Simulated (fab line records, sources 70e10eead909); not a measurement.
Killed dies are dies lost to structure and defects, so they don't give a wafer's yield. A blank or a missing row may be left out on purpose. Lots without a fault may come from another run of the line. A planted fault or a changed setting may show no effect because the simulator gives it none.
A struck lot beside a sound one | flow nand_harc | 14 steps out of a route of 1302
Sound: wafers L427.2, L427.3, L427.5. Struck: wafers L420.1, L420.3, L420.6. The cause comes at the end.
At each step with rows: each side's tool, then ch and its chambers, then its first start. Under that, the readings that differ: sound wafers | struck wafers | difference of the means | sigmas: that difference in standard deviations of wafers without a fault.
alike: readings whose means differ by less than 2 such deviations, and words and numbers that are the same on both sides. not compared: withheld readings, readings that some wafer has no value for, bounds like >300 that may hide the same value, and numbers for which the record gives no deviation and whose values overlap.
The two part at a step that has a row with sigmas, a row that says differs or no value, or rows on one side only. Numbers that don't overlap but have no deviation are shown without sigmas and don't part them. A reading that every wafer of one side lacks parts them only if that side has two wafers or more.

first, 7 steps without rows for these wafers: NHARC_P_ZERO_WELL_HMDS_30 (time 30 s); NHARC_P_ZERO_WELL_COAT_31; NHARC_P_ZERO_WELL_SOFTBAKE_32 (time 95 s); NHARC_P_ZERO_WELL_EBR_33; NHARC_P_ZERO_WELL_EXPOSE_34 (exposes mask P PWELL, target cd 720 nm); NHARC_P_ZERO_WELL_PEB_35 (peb time 85 s); NHARC_P_ZERO_WELL_DEVELOP_36 (time 70 s).
NHARC_P_ZERO_WELL_CD_MEAS_37: target cd 720 nm.
  sound on cd_sem-02 ch 0, day 11 04:02; struck on cd_sem-03 ch 0, day 8 08:58
  alike: cd_nm
then, 1 step without rows for these wafers: NHARC_P_ZERO_WELL_HARDBAKE_38 (time 80 s).
NHARC_P_ZERO_WELL_DESCUM_39: chemistry O2, time 3 s.
  sound on rie_diel-03 ch 0,1, day 11 04:13; struck on rie_diel-09 ch 0,2,3, day 8 09:10
  alike: drypump_motor_current_A, oes_product_au, rf_vpp_V, showerhead_plenum_p_Torr, throttle_valve_pct
  not compared: rf_hours_counter_h
then, 2 steps without rows for these wafers: NHARC_P_ZERO_WELL_IMPLANT_40; NHARC_P_ZERO_WELL_IMPLANT_59.
NHARC_P_ZERO_WELL_IMPLANT_60:
  sound on implanter-01 ch 0, day 11 04:45; struck on implanter-02, day 8 09:39
  no value came back on the struck wafers for beam_energy_keV, beam_on_s (s), tilt_deg (degrees); on the sound wafers beam_energy_keV reads 29.994 29.971 29.993
then, 1 step without rows for these wafers: NHARC_P_ZERO_WELL_STRIP_41 (strips in SPM, time 840 s).

WHERE THEY PART
Only at NHARC_P_ZERO_WELL_IMPLANT_60, within this record.

WHY: what the simulator had put in
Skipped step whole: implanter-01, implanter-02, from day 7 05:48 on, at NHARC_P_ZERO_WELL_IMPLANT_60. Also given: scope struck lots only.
